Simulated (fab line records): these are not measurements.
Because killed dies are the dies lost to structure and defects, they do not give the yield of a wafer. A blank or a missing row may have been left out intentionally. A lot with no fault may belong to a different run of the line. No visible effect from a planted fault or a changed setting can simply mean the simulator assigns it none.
fab line records | flow nand-harc
[record] lots = 6 wafers = 18 last-day = 23
route steps=1159 shown A_STAIRCASE@615 END@1159
lots untouched by any fault: they come from a run of this same line in which no faults occurred
start-h: hours from the record's first day to the start of the lot's first wafer shown | wait-h: hours since the lot's step before | " unchanged from the row above | L1.1+2: a single row standing in for several wafers | - either no value or no given start | * or withheld: withheld | < > ~ a bound
route shown NAME@n: NAME is a module with steps in the file, n the number in the route of the first one | usual: average and standard deviation across the fault-free wafers | same: alike in all rows | chamber/n: place in a boat | sites: readings site by site | _std_site: how widely they spread, as a standard deviation | _edge_site: mean of outer sites minus mean of inner sites | radius-mm: how far each site lies from the wafer's centre | mask NAME#n: copy n | behind: the last tool/chamber to shape the wafer | hold: why the lot went on hold/how many hours it stayed there/how the hold came to an end | device: the transistor (n, p or np) that didn't switch | end of line: the tests these same wafers got at the end of their route | a step without rows: its recipe alone | killed: dies lost to structure and defects at the first sort, not the wafer's yield | map: dies across one wafer; x = killed, . = not, _ = none there
set.NAME: the run value of the setting; set.NAME@STEP: its run value at that earlier step | model.NAME: the simulator's own value behind a step, which no gauge read
lots at selected steps of the route; one table per step, one row per wafer
services: from which hour (start-h, from the record's first day; less than 0 if before it) a tool's chamber was out of use, for how many hours, and why
[[steps]]
[step NHARC_A_STAIRCASE_ETCH_221]
[recipe] target-depth-a = 1000 time-s = 40.5 ion-energy-ev = 400 c4f8-flow-sccm = 20 o2-flow-sccm = 10 ar-flow-sccm = withheld rf-w = 600 bias-w = 1000 chemistry = C4F8/O2
[usual] oes-product-au = 0.944/0.015 rf-vpp-V = 895/5.1
// columns lot.wafer tool chamber start-h wait-h oes-product-au rf-hours-counter-h rf-vpp-V
L355.2 rie-diel-02 3 - - 0.961 30 901
L355.6 " 0 " " 0.960 - 895
L355.5 " 1 " " 0.936 - 893
L365.1 rie-diel-04 0 - - 0.928 3 889
L365.6 " 3 " " 0.933 - 891
L365.5 " 0 " " 0.929 - 888
L368.3 rie-diel-04 2 - - 0.911 7 905
L368.1 " 0 " " 0.910 9 889
L368.6 " 2 " " 0.928 - 906
L366.1 rie-diel-13 1 - - 0.928 17 893
L366.2 " 2 " " 0.925 17 892
L366.4 " 3 " " 0.913 15 903
L376.2 rie-diel-02 2 - - 0.952 11 893
L376.4 " 3 " " 0.975 10 900
L376.1 " 0 " " 0.954 10 894
L377.3 rie-diel-13 2 - - 0.944 32 894
L377.5 " 0 " " 0.944 - 887
L377.6 " 1 " " 0.952 - 893
[step NHARC_A_STAIRCASE_TRIM_222]
[recipe] time-s = 211.2 o2-flow-sccm = 500 ar-flow-sccm = 0 bias-w = 0 chemistry = O2
[usual] chamber-pressure-mTorr = 59.99/0.054 drypump-motor-current-A = 5.8/0.4 oes-product-au = 1.001/0.011 rf-vpp-V = 57.6/0.88 showerhead-plenum-p-Torr = 3.49/0.13 throttle-valve-pct = 17.036/0.01
[same] bias-w = 0
// columns lot.wafer tool chamber start-h wait-h chamber-pressure-mTorr drypump-motor-current-A oes-product-au rf-hours-counter-h rf-vpp-V showerhead-plenum-p-Torr throttle-valve-pct
L355.2 rie-diel-02 2 - - 60.06 6.1 1.012 28 58.2 3.52 17.046
L355.5 " 1 " " 60.01 5.5 0.997 - 56.5 3.44 17.028
L355.6 " 2 " " 60.04 6.1 1.013 - 57.5 3.52 17.045
L365.1 rie-diel-04 0 - - 60.04 5.8 0.995 3 57.6 3.32 17.022
L365.6 " 3 " " 59.92 6.2 1.003 - 56.8 3.37 17.032
L365.5 " 0 " " 60.01 5.8 1.005 - 56.0 3.32 17.034
L368.3 rie-diel-04 0 - - 60.03 5.8 1.002 10 57.7 3.31 17.024
L368.1 " 1 " " 59.95 6.6 1.016 8 58.9 3.53 17.044
L368.6 " 0 " " 60.05 5.8 0.992 - 57.8 3.31 17.030
L366.2 rie-diel-13 0 - - 60.02 5.3 1.004 15 57.9 3.34 17.027
L366.1 " 1 " " 59.91 6.3 1.001 17 57.5 3.48 17.028
L366.4 " 3 " " 59.95 5.5 0.996 15 58.9 3.76 17.046
L376.1 rie-diel-02 3 - - 60.01 5.4 1.006 10 58.4 3.65 17.041
L376.2 " 1 " " 60.07 5.5 0.975 11 57.8 3.42 17.041
L376.4 " 2 " " 59.97 6.1 0.987 11 57.6 3.49 17.060
L377.3 rie-diel-13 0 - - 59.98 5.3 0.995 31 58.1 3.34 17.053
L377.5 " 3 " " 59.86 5.4 0.986 - 57.9 3.75 17.018
L377.6 " 0 " " 59.97 5.3 0.994 - 57.5 3.33 17.023
[step NHARC_A_STAIRCASE_ETCH_223]
[recipe] target-depth-a = 1000 time-s = 40.5 ion-energy-ev = 400 c4f8-flow-sccm = 20 o2-flow-sccm = 10 ar-flow-sccm = withheld rf-w = 600 bias-w = 1000 chemistry = C4F8/O2
[step NHARC_A_STAIRCASE_TRIM_224]
[recipe] time-s = 211.2 o2-flow-sccm = 500 ar-flow-sccm = 0 bias-w = 0 chemistry = O2
[usual] chamber-pressure-mTorr = 60.00/0.059 drypump-motor-current-A = 5.8/0.41 oes-product-au = 1.002/0.013 rf-vpp-V = 57.8/0.82 showerhead-plenum-p-Torr = 3.50/0.14 throttle-valve-pct = 17.037/0.008
[same] bias-w = 0
// columns lot.wafer tool chamber start-h wait-h chamber-pressure-mTorr drypump-motor-current-A oes-product-au rf-hours-counter-h rf-vpp-V showerhead-plenum-p-Torr throttle-valve-pct
L355.2 rie-diel-02 3 - - 60.09 5.4 1.023 30 57.2 3.67 17.039
L355.5 " 2 " " 60.07 6.1 1.007 - 57.9 3.52 17.040
L355.6 " 3 " " 59.94 5.4 1.027 - 56.3 3.67 17.030
L365.1 rie-diel-04 2 - - 60.02 6.3 1.002 2 58.3 3.81 17.050
L365.6 " 2 " " 60.03 6.3 1.008 - 59.3 3.81 17.052
L365.5 " 3 " " 60.04 6.2 1.003 - 57.7 3.37 17.040
L368.3 rie-diel-04 1 - - 59.98 6.6 1.015 9 58.6 3.53 17.038
L368.1 " 2 " " 60.04 6.3 1.011 9 57.0 3.80 17.036
L368.6 " 0 " " 60.06 5.8 0.988 - 58.5 3.31 17.036
L366.4 rie-diel-13 3 - - 59.94 5.4 0.993 16 58.7 3.76 17.039
L366.2 " 0 " " 59.99 5.3 0.993 16 59.2 3.34 17.029
L366.1 " 1 " " 60.04 6.3 0.997 18 57.1 3.48 17.031
L376.4 rie-diel-02 2 - - 60.00 6.1 1.002 11 58.6 3.50 17.037
L376.1 " 3 " " 60.03 5.4 1.017 10 57.6 3.65 17.042
L376.2 " 1 " " 60.02 5.5 0.987 11 56.3 3.42 17.034
L377.3 rie-diel-13 2 - - 59.91 5.8 0.988 32 56.2 3.44 17.039
L377.5 " 3 " " 59.94 5.4 0.981 - 59.7 3.75 17.046
L377.6 " 0 " " 60.00 5.3 1.002 - 58.5 3.34 17.033
[step NHARC_A_STAIRCASE_ETCH_225]
[recipe] target-depth-a = 1000 time-s = 40.5 ion-energy-ev = 400 c4f8-flow-sccm = 20 o2-flow-sccm = 10 ar-flow-sccm = withheld rf-w = 600 bias-w = 1000 chemistry = C4F8/O2
[step NHARC_A_STAIRCASE_TRIM_226]
[recipe] time-s = 211.2 o2-flow-sccm = 500 ar-flow-sccm = 0 bias-w = 0 chemistry = O2
[usual] chamber-pressure-mTorr = 60.00/0.054 drypump-motor-current-A = 5.8/0.41 oes-product-au = 1.000/0.011 rf-vpp-V = 57.7/0.87 showerhead-plenum-p-Torr = 3.50/0.14 throttle-valve-pct = 17.037/0.0096
[same] bias-w = 0
// columns lot.wafer tool chamber start-h wait-h chamber-pressure-mTorr drypump-motor-current-A oes-product-au rf-hours-counter-h rf-vpp-V showerhead-plenum-p-Torr throttle-valve-pct
L355.2 rie-diel-02 3 - - 59.97 5.4 1.012 30 58.0 3.67 17.047
L355.5 " 0 " " 60.03 5.5 1.006 - 58.3 3.49 17.037
L355.6 " 1 " " 60.00 5.5 0.986 - 58.4 3.44 17.057
L365.1 rie-diel-04 3 - - 59.95 6.2 0.998 3 57.3 3.37 17.041
L365.6 " 1 " " 60.06 6.6 1.010 - 59.2 3.54 17.046
L365.5 " 2 " " 59.99 6.3 0.985 - 59.0 3.81 17.035
L368.3 rie-diel-04 3 - - 60.02 6.1 0.999 10 56.3 3.37 17.034
L368.1 " 0 " " 59.97 5.8 0.997 10 57.2 3.31 17.036
L368.6 " 3 " " 59.98 6.1 0.991 - 59.1 3.37 17.030
L366.1 rie-diel-13 3 - - 59.90 5.4 0.992 16 57.0 3.76 17.029
L366.4 " 1 " " 60.02 6.3 1.004 18 55.4 3.48 17.038
L366.2 " 2 " " 60.03 5.8 1.002 18 58.2 3.45 17.035
L376.1 rie-diel-02 3 - - 59.97 5.4 0.993 11 59.3 3.65 17.046
L376.2 " 0 " " 59.97 5.4 0.992 10 57.2 3.47 17.027
L376.4 " 1 " " 60.02 5.5 0.982 11 57.2 3.42 17.033
L377.3 rie-diel-13 2 - - 60.03 5.8 0.998 33 57.8 3.44 17.047
L377.5 " 3 " " 60.01 5.5 0.985 - 59.1 3.75 17.040
L377.6 " 0 " " 59.99 5.3 0.990 - 58.4 3.33 17.033
[step NHARC_A_STAIRCASE_ETCH_227]
[recipe] target-depth-a = 1000 time-s = 40.5 ion-energy-ev = 400 c4f8-flow-sccm = 20 o2-flow-sccm = 10 ar-flow-sccm = withheld rf-w = 600 bias-w = 1000 chemistry = C4F8/O2
[step NHARC_A_STAIRCASE_TRIM_229]
[recipe] time-s = 211.2 o2-flow-sccm = 500 ar-flow-sccm = 0 bias-w = 0 chemistry = O2
[step NHARC_A_STAIRCASE_ETCH_230]
[recipe] target-depth-a = 1000 time-s = 40.5 ion-energy-ev = 400 c4f8-flow-sccm = 20 o2-flow-sccm = 10 ar-flow-sccm = withheld rf-w = 600 bias-w = 1000 chemistry = C4F8/O2
[usual] oes-product-au = 0.950/0.016 rf-vpp-V = 895/5
// columns lot.wafer tool chamber start-h wait-h oes-product-au rf-hours-counter-h rf-vpp-V
L355.2 rie-diel-02 0 - - 0.944 28 896
L355.6 " 3 " " 0.948 - 900
L355.5 " 0 " " 0.952 - 895
L365.1 rie-diel-04 2 - - 0.925 2 906
L365.6 " 0 " " 0.944 - 889
L365.5 " 1 " " 0.955 - 897
L368.3 rie-diel-04 1 - - 0.974 9 895
L368.1 " 2 " " 0.957 9 906
L368.6 " 2 " " 0.960 - 906
L366.1 rie-diel-04 3 - - 0.947 14 890
L366.2 " 1 " " 0.961 12 896
L366.4 " 0 " " 0.935 - 888
L376.2 rie-diel-02 3 - - 0.944 11 900
L376.4 " 1 " " 0.930 11 891
L376.1 " 2 " " 0.926 12 896
L377.3 rie-diel-02 2 - - 0.913 12 895
L377.5 " 3 " " 0.924 - 899
L377.6 " 0 " " 0.918 - 894
[step NHARC_A_STAIRCASE_TRIM_231]
[recipe] time-s = 211.2 o2-flow-sccm = 500 ar-flow-sccm = 0 bias-w = 0 chemistry = O2
[step NHARC_A_STAIRCASE_ETCH_232]
[recipe] target-depth-a = 1000 time-s = 40.5 ion-energy-ev = 400 c4f8-flow-sccm = 20 o2-flow-sccm = 10 ar-flow-sccm = withheld rf-w = 600 bias-w = 1000 chemistry = C4F8/O2
[step NHARC_A_STAIRCASE_TRIM_233]
[recipe] time-s = 211.2 o2-flow-sccm = 500 ar-flow-sccm = 0 bias-w = 0 chemistry = O2
[usual] bias-w = 0/0 chamber-pressure-mTorr = 60.00/0.059 drypump-motor-current-A = 5.8/0.39 oes-product-au = 1.000/0.013 rf-vpp-V = 57.6/0.85 showerhead-plenum-p-Torr = 3.50/0.14 throttle-valve-pct = 17.036/0.0099
// columns lot.wafer tool chamber start-h wait-h bias-w chamber-pressure-mTorr drypump-motor-current-A oes-product-au rf-hours-counter-h rf-vpp-V showerhead-plenum-p-Torr throttle-valve-pct
L355.2 rie-diel-02 2 238.38 - 0 60.03 6.1 1.009 28 57.6 3.52 17.023
L355.6 " 1 " " 0 59.91 5.6 0.990 - 58.1 3.44 17.026
L355.5 " 2 " " 0 60.04 6.1 1.010 - 58.9 3.52 17.034
L365.1 rie-diel-04 1 305.56 - 0 59.93 6.5 1.016 3 58.4 3.53 17.033
L365.5 " 1 " " 0 59.95 6.5 1.022 - 58.4 3.53 17.015
L365.6 " 2 " " 0 60.02 6.3 0.994 - 58.9 3.81 17.040
L368.3 rie-diel-04 3 323.81 - - - - - - - - -
L368.1 " 1 " " - - - - - - - -
L368.6 " 0 " " - - - - - - - -
L366.2 rie-diel-04 1 332.59 - - - - - - - - -
L366.1 " 0 " " - - - - - - - -
L366.4 " 3 " " - - - - - - - -
L376.4 rie-diel-02 0 368.34 - 0 60.05 5.5 0.984 10 58.6 3.47 17.028
L376.2 " 1 " " 0 60.01 5.5 0.973 11 57.3 3.42 17.062
L376.1 " 3 " " 0 59.92 5.4 1.006 11 58.8 3.65 17.047
L377.3 rie-diel-02 0 369.89 - 0 60.05 5.5 0.988 11 58.1 3.47 17.051
L377.6 " 0 " " 0 60.05 5.5 0.989 - 58.0 3.47 17.049
L377.5 " 1 " " 0 60.03 5.5 0.983 - 57.1 3.42 17.054
[step NHARC_A_STAIRCASE_ETCH_234]
[recipe] target-depth-a = 1000 time-s = 40.5 ion-energy-ev = 400 c4f8-flow-sccm = 20 o2-flow-sccm = 10 ar-flow-sccm = withheld rf-w = 600 bias-w = 1000 chemistry = C4F8/O2
[step NHARC_END_SORT_01]
[recipe] temp-c = 25
[usual] killed-at-array = 25/9.2 killed-at-other = 0.8/1.2 killed-at-periphery = 3.9/2.6 killed-dies = 30/9.7 killed-open = 3.4/1.9 killed-short = 2.0/1.4
[same] gross-dies = 677
// columns lot.wafer tool chamber start-h wait-h killed-at-array killed-at-other killed-at-periphery killed-dies killed-open killed-short
L355.2 prober-01 0 460.05 2.8 18 0 7 25 3 5
L355.5 prober-01 0 462.44 3.7 19 1 7 27 4 0
L355.6 prober-01 0 463.24 4.0 23 0 4 27 2 1
L365.1 prober-02 0 499.03 2.5 37 1 4 42 2 6
L365.5 prober-02 0 502.23 3.7 26 0 1 27 3 0
L365.6 prober-02 0 503.04 4.0 40 1 3 44 3 4
L368.1 prober-02 0 507.47 2.5 673 0 4 677 0 2
L368.3 prober-02 0 509.08 3.1 671 0 6 677 3 2
L368.6 prober-02 0 511.49 4.0 667 3 7 677 1 4
L366.1 prober-02 0 517.48 2.5 676 1 0 677 2 4
L366.2 prober-02 0 518.30 2.8 676 1 0 677 3 3
L366.4 prober-02 0 519.92 3.4 673 2 2 677 3 6
L376.1 prober-02 0 559.47 2.5 26 4 2 32 6 2
L376.2 prober-02 0 560.27 2.8 35 7 2 44 1 0
L376.4 prober-02 0 561.88 3.4 24 1 1 26 1 5
L377.3 prober-01 0 561.19 3.1 41 0 0 41 2 4
L377.5 prober-01 0 562.76 3.6 28 1 2 31 7 1
L377.6 prober-01 0 563.54 3.9 29 1 3 33 4 1
// killed by level:class
L355.2 A_SLIT:chamber-film-flake=8 A_WL_FILL:geometric-particle:short=3 P_STI:chamber-film-flake=3 A_STAIRCASE:chamber-film-flake=2 P_CONTACT:geometric-particle:open=1 P_CONTACT:geometric-particle:short=1 P_M0:geometric-particle:open=1 A_SGD_CUT:geometric-particle:short=1
L355.5 A_SLIT:chamber-film-flake=7 P_STI:chamber-film-flake=4 A_BONDPAD:chamber-film-flake=4 A_CONTACT:chamber-film-flake=3 P_M0:geometric-particle:open=2 A_CHANNEL_HOLE_D1:chamber-film-flake=2 A_WL_FILL:geometric-particle:open=1 A_CONTACT:geometric-particle:open=1
L355.6 A_SLIT:chamber-film-flake=8 A_BONDPAD:chamber-film-flake=5 A_STAIRCASE:chamber-film-flake=4 A_CHANNEL_HOLE_D1:chamber-film-flake=3 P_ZERO_WELL:chamber-film-flake=2 P_GATE:geometric-particle:open=1 A_ONON_D1:geometric-particle:short=1 A_WL_FILL:geometric-particle:open=1
L365.1 A_STAIRCASE:chamber-film-flake=11 A_SLIT:chamber-film-flake=9 A_CHANNEL_HOLE_D1:chamber-film-flake=6 A_CONTACT:chamber-film-flake=4 A_SGD_CUT:geometric-particle:short=2 P_STI:chamber-film-flake=2 P_M0:geometric-particle:short=1 A_SOURCE_PLATE:geometric-particle:short=1
L365.5 A_SLIT:chamber-film-flake=13 A_WL_FILL:chamber-film-flake=4 A_STAIRCASE:chamber-film-flake=3 A_CONTACT:chamber-film-flake=2 A_CHANNEL_HOLE_D1:geometric-particle:open=1 A_CONTACT:geometric-particle:open=1 A_M0:geometric-particle:open=1 P_M0:chamber-film-flake=1
L365.6 A_SLIT:chamber-film-flake=12 A_STAIRCASE:chamber-film-flake=8 A_CHANNEL_HOLE_D1:chamber-film-flake=5 A_WL_FILL:chamber-film-flake=5 A_CONTACT:chamber-film-flake=5 A_CHANNEL_FILL_D1:geometric-particle:short=2 A_CONTACT:geometric-particle:open=2 P_M2:geometric-particle:open=1
L368.1 A_STAIRCASE:area-trim=654 A_CHANNEL_HOLE_D1:chamber-film-flake=12 A_WL_FILL:chamber-film-flake=2 A_ONON_D1:geometric-particle:short=2 P_M0:chamber-film-flake=2 P_ZERO_WELL:chamber-film-flake=1 P_GATE:chamber-film-flake=1 A_ZERO_WELL:chamber-film-flake=1
L368.3 A_STAIRCASE:area-trim=636 A_CHANNEL_HOLE_D1:chamber-film-flake=22 A_CONTACT:chamber-film-flake=5 P_GATE:chamber-film-flake=3 A_WL_FILL:chamber-film-flake=3 P_M0:chamber-film-flake=2 P_BONDPAD:geometric-particle:open=1 A_ONON_D1:geometric-particle:short=1
L368.6 A_STAIRCASE:area-trim=630 A_CHANNEL_HOLE_D1:chamber-film-flake=19 A_CONTACT:chamber-film-flake=8 P_M0:chamber-film-flake=4 P_GATE:chamber-film-flake=3 A_M0:geometric-particle:short=2 A_ZERO_WELL:chamber-film-flake=2 A_SGD_CUT:chamber-film-flake=2
L366.1 A_STAIRCASE:area-trim=644 A_SLIT:chamber-film-flake=13 A_CHANNEL_HOLE_D1:chamber-film-flake=10 A_STAIRCASE:chamber-film-flake=2 A_ONON_D1:geometric-particle:open=1 A_ONON_D1:geometric-particle:short=1 A_CHANNEL_HOLE_D1:geometric-particle:short=1 A_M0:geometric-particle:open=1
L366.2 A_STAIRCASE:area-trim=635 A_CHANNEL_HOLE_D1:chamber-film-flake=18 A_SLIT:chamber-film-flake=9 A_CONTACT:chamber-film-flake=4 A_WL_FILL:chamber-film-flake=3 A_ONON_D1:geometric-particle:short=1 A_ONON_D1:geometric-particle:open=1 A_CHANNEL_HOLE_D1:geometric-particle:short=1
L366.4 A_STAIRCASE:area-trim=626 A_SLIT:chamber-film-flake=17 A_CHANNEL_HOLE_D1:chamber-film-flake=14 A_CONTACT:chamber-film-flake=6 A_WL_FILL:geometric-particle:short=3 A_M0:geometric-particle:short=2 HYBRID_BOND:chamber-film-flake=2 A_SGD_CUT:geometric-particle:short=1
L376.1 A_CHANNEL_HOLE_D1:chamber-film-flake=16 THIN_TSV:chamber-film-flake=4 A_CONTACT:geometric-particle:open=2 A_SLIT:chamber-film-flake=2 A_CONTACT:chamber-film-flake=2 P_GATE:geometric-particle:short=1 P_M0:geometric-particle:open=1 A_CHANNEL_FILL_D1:geometric-particle:open=1
L376.2 A_CHANNEL_HOLE_D1:chamber-film-flake=21 A_CONTACT:chamber-film-flake=7 THIN_TSV:chamber-film-flake=7 A_SLIT:chamber-film-flake=3 P_GATE:chamber-film-flake=2 A_ZERO_WELL:chamber-film-flake=2 A_CHANNEL_FILL_D1:geometric-particle:open=1 A_STAIRCASE:chamber-film-flake=1
L377.3 A_SLIT:chamber-film-flake=15 A_CONTACT:chamber-film-flake=12 A_CHANNEL_HOLE_D1:chamber-film-flake=6 A_WL_FILL:chamber-film-flake=2 A_ONON_D1:geometric-particle:short=1 A_CHANNEL_HOLE_D1:geometric-particle:short=1 A_CHANNEL_HOLE_D1:geometric-particle:open=1 A_CHANNEL_FILL_D1:geometric-particle:short=1
L376.4 A_CHANNEL_HOLE_D1:chamber-film-flake=11 A_SLIT:chamber-film-flake=4 A_CONTACT:chamber-film-flake=4 A_CHANNEL_FILL_D1:geometric-particle:short=2 P_CONTACT:geometric-particle:short=1 A_ONON_D1:geometric-particle:short=1 A_CHANNEL_FILL_D1:geometric-particle:open=1 A_M0:geometric-particle:short=1
L377.5 A_SLIT:chamber-film-flake=10 A_CONTACT:chamber-film-flake=6 A_CHANNEL_HOLE_D1:chamber-film-flake=5 A_M0:geometric-particle:open=3 A_CHANNEL_FILL_D1:geometric-particle:open=2 P_M0:geometric-particle:open=1 A_CONTACT:geometric-particle:open=1 P_BONDPAD:chamber-film-flake=1
L377.6 A_CONTACT:chamber-film-flake=10 A_SLIT:chamber-film-flake=8 A_CHANNEL_HOLE_D1:chamber-film-flake=6 P_GATE:geometric-particle:open=1 P_M0:geometric-particle:open=1 A_CHANNEL_HOLE_D1:geometric-particle:short=1 A_CHANNEL_FILL_D1:geometric-particle:open=1 A_CONTACT:geometric-particle:open=1
// map L366.1 (x killed, . not)
____________x____________
_________xxxxxxx_________
_______xxxxxxxxxxx_______
______xxxxxxxxxxxxx______
_____xxxxxxxxxxxxxxx_____
____xxxxxxxxxxxxxxxxx____
____xxxxxxxxxxxxxxxxx____
___xxxxxxxxxxxxxxxxxxx___
___xxxxxxxxxxxxxxxxxxx___
__xxxxxxxxxxxxxxxxxxxxx__
__xxxxxxxxxxxxxxxxxxxxx__
_xxxxxxxxxxxxxxxxxxxxxxx_
_xxxxxxxxxxxxxxxxxxxxxxx_
_xxxxxxxxxxxxxxxxxxxxxxx_
_xxxxxxxxxxxxxxxxxxxxxxx_
_xxxxxxxxxxxxxxxxxxxxxxx_
xxxxxxxxxxxxxxxxxxxxxxxxx
xxxxxxxxxxxxxxxxxxxxxxxxx
xxxxxxxxxxxxxxxxxxxxxxxxx
xxxxxxxxxxxxxxxxxxxxxxxxx
xxxxxxxxxxxxxxxxxxxxxxxxx
_xxxxxxxxxxxxxxxxxxxxxxx_
_xxxxxxxxxxxxxxxxxxxxxxx_
_xxxxxxxxxxxxxxxxxxxxxxx_
_xxxxxxxxxxxxxxxxxxxxxxx_
_xxxxxxxxxxxxxxxxxxxxxxx_
__xxxxxxxxxxxxxxxxxxxxx__
__xxxxxxxxxxxxxxxxxxxxx__
___xxxxxxxxxxxxxxxxxxx___
___xxxxxxxxxxxxxxxxxxx___
____xxxxxxxxxxxxxxxxx____
____xxxxxxxxxxxxxxxxx____
_____xxxxxxxxxxxxxxx_____
______xxxxxxxxxxxxx______
_______xxxxxxxxxxx_______
_________xxxxxxx_________
____________x____________
// map L368.1 (x killed, . not)
____________x____________
_________xxxxxxx_________
_______xxxxxxxxxxx_______
______xxxxxxxxxxxxx______
_____xxxxxxxxxxxxxxx_____
____xxxxxxxxxxxxxxxxx____
____xxxxxxxxxxxxxxxxx____
___xxxxxxxxxxxxxxxxxxx___
___xxxxxxxxxxxxxxxxxxx___
__xxxxxxxxxxxxxxxxxxxxx__
__xxxxxxxxxxxxxxxxxxxxx__
_xxxxxxxxxxxxxxxxxxxxxxx_
_xxxxxxxxxxxxxxxxxxxxxxx_
_xxxxxxxxxxxxxxxxxxxxxxx_
_xxxxxxxxxxxxxxxxxxxxxxx_
_xxxxxxxxxxxxxxxxxxxxxxx_
xxxxxxxxxxxxxxxxxxxxxxxxx
xxxxxxxxxxxxxxxxxxxxxxxxx
xxxxxxxxxxxxxxxxxxxxxxxxx
xxxxxxxxxxxxxxxxxxxxxxxxx
xxxxxxxxxxxxxxxxxxxxxxxxx
_xxxxxxxxxxxxxxxxxxxxxxx_
_xxxxxxxxxxxxxxxxxxxxxxx_
_xxxxxxxxxxxxxxxxxxxxxxx_
_xxxxxxxxxxxxxxxxxxxxxxx_
_xxxxxxxxxxxxxxxxxxxxxxx_
__xxxxxxxxxxxxxxxxxxxxx__
__xxxxxxxxxxxxxxxxxxxxx__
___xxxxxxxxxxxxxxxxxxx___
___xxxxxxxxxxxxxxxxxxx___
____xxxxxxxxxxxxxxxxx____
____xxxxxxxxxxxxxxxxx____
_____xxxxxxxxxxxxxxx_____
______xxxxxxxxxxxxx______
_______xxxxxxxxxxx_______
_________xxxxxxx_________
____________x____________
[[services]]
// columns tool chamber start-h hours kind
rie-diel-13 0 213.81 5.5 repair
rie-diel-04 0 220.04 - clean
rie-diel-04 1 220.04 - clean
rie-diel-04 2 220.04 - clean
rie-diel-04 3 220.04 - clean
rie-diel-02 0 233.45 - clean
rie-diel-02 1 233.45 - clean
rie-diel-02 2 233.45 - clean
rie-diel-02 3 233.45 - clean
rie-diel-04 0 244.54 - clean
rie-diel-04 1 244.54 - clean
rie-diel-04 2 244.54 - clean
rie-diel-04 3 244.54 - clean
rie-diel-02 0 257.95 - clean
rie-diel-02 1 257.95 - clean
rie-diel-02 2 257.95 - clean
rie-diel-02 3 257.95 - clean
rie-diel-04 0 269.04 - clean
rie-diel-04 1 269.04 - clean
rie-diel-13 - 276.00 9.0 pm
rie-diel-04 - 290.00 9.0 pm
rie-diel-02 - 327.98 9.0 pm
rie-diel-04 2 328.79 7.2 repair
rie-diel-04 3 365.31 26.3 repair
[[key]]
[first-sign] step = NHARC_A_STAIRCASE_TRIM_233 reading = tool-record direction = missing
[effect] step = NHARC_END_SORT_01 reading = killed-at-array direction = up sigmas = 70 usual = 25 struck = 673
[more-kills-born-at] NHARC_A_STAIRCASE_TRIM_233@rie-diel-04 = 3825
met-at NHARC_A_STAIRCASE_TRIM_233
struck-wafers L366.1,L366.2,L366.4,L368.1,L368.3,L368.6
later-rows-left-out L366.1,L366.2,L366.4,L368.1,L368.3,L368.6
tester-left-out L366,L368
onset-between 305.56 323.81
[fault] kind = skipped-step-whole tool = rie-diel-04 chamber = - onset-h = 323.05 steps = NHARC_A_STAIRCASE_TRIM_233 scope = struck-lots-only
// tester-left-out: of these lots the tester's yield and bins aren't shown, on N5 and GAA mostly nor the transistor test; their killed dies are dies lost to structure and defects alone, not to doping, threshold or leakage, so they don't give the yield
// later-rows-left-out: the simulator's readings of these wafers behind a module that went badly wrong aren't trusted and aren't shown, but for the sort
